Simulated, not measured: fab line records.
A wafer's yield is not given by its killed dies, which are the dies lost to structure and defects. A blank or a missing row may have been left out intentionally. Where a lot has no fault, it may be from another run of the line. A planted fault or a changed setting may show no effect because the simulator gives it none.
8D (eight disciplines) problem report, filled in by code -- flow nandHarc -- the parts of the form that need people (team, actions taken, sign-off) are left out

== 1. THE ISSUE ==
Mean of runLengthS at NHARC_A_WL_FILL_ETCHBACK_17: 45.4 s across 4 wafers in 2 lots; on wafers with no fault it is 47.8 s (standard deviation 0.33). That puts it -7.4 standard deviations away from the usual mean.
The step: etches the open film in Cl2/BCl3, target depth 4 nm, time 26.7 s.
Earliest sighting: wafer L967.1 on rieMetal-01 at day 19 20:37. The record has a number at this step for 18 wafers belonging to 6 lots. Rule for "out" (also "out of limits"): further than 4 standard deviations from the usual mean. All remaining wafers that have a number are taken as sound.

== 2. WHAT IT IS, WHAT IT ISN'T ==
question,is,is not
which readings at this step,runLengthS,"drypumpMotorCurrentA, heBacksideLeakSccm, oesProductAu"
which lots,"L967, L968","L951, L955, L973, L974"
which wafers of those lots,"L967.1, L967.6, L968.1, L968.6","L967.3, L968.4"
read on which tools,rieMetal-01,"rieMetal-02, rieMetal-03"
when,from day 19 20:37,"up to then (7 sound wafers); but 7 sound wafers of L968, L973, L974 came after"

== 3. THE SUSPECTS, EACH WITH WHAT RULES IT OUT ==
Counting: a tool at a process step up to the reading stays a suspect if it ran every lot that is out. Sound lots after the first of them don't rule it out here, since some wafers of a struck lot are sound.
- cvdW-02 at NHARC_A_WL_FILL_CVD_03 (deposits W, target thk 40 nm, time 3302 s): kept. It processed each lot that is out (first: L967, day 19 06:54); up to then, its last sound lot is L955 (day 16 14:29).
- rieMetal-01 at NHARC_A_WL_FILL_ETCHBACK_17 (etches the open film in Cl2/BCl3, target depth 4 nm, time 26.7 s): kept. It processed each lot that is out (first: L967, day 19 20:37); up to then, its last sound lot is L955 (day 17 04:14). Out on those wafers are its own readings of runLengthS.
After counting, cvdW-02 at NHARC_A_WL_FILL_CVD_03 and rieMetal-01 at NHARC_A_WL_FILL_ETCHBACK_17 remain.

== 4. THE CAUSE (what the simulator had put in) ==
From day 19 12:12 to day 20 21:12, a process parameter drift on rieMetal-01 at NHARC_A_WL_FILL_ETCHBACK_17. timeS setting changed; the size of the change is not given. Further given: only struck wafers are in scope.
Counting left 2 suspects, and this tool is among them.

== 5. SEQUENCE OF EFFECTS, ordered by route ==
Each row: a reading where the mean over the struck wafers with a number is more than 3 standard deviations away from the usual. Readings are gone through only where the record gives a usual standard deviation; hours: the median, over the lots, of the time from a lot's start at the first step in this table giving one to that lot's start at this step; sigmas: the change measured in usual standard deviations.
hours,step,reading,usual,on struck wafers,change,sigmas
0,NHARC_A_WL_FILL_ETCHBACK_17,runLengthS,47.8 s,45.4,-2.4,-7.4
Here are the process steps it includes:
- NHARC_A_WL_FILL_ETCHBACK_17: etches the open film in Cl2/BCl3, target depth 4 nm, time 26.7 s.
Later steps that measure or inspect, where all struck wafers having a row at the step show a number for every such reading and not one has moved that far: NHARC_END_SORT_01.

== 6. HOW IT WOULD HAVE BEEN CAUGHT EARLIER ==
First out-of-limits reading in this record: day 19 20:37, which is 8 hours after fault onset at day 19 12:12.
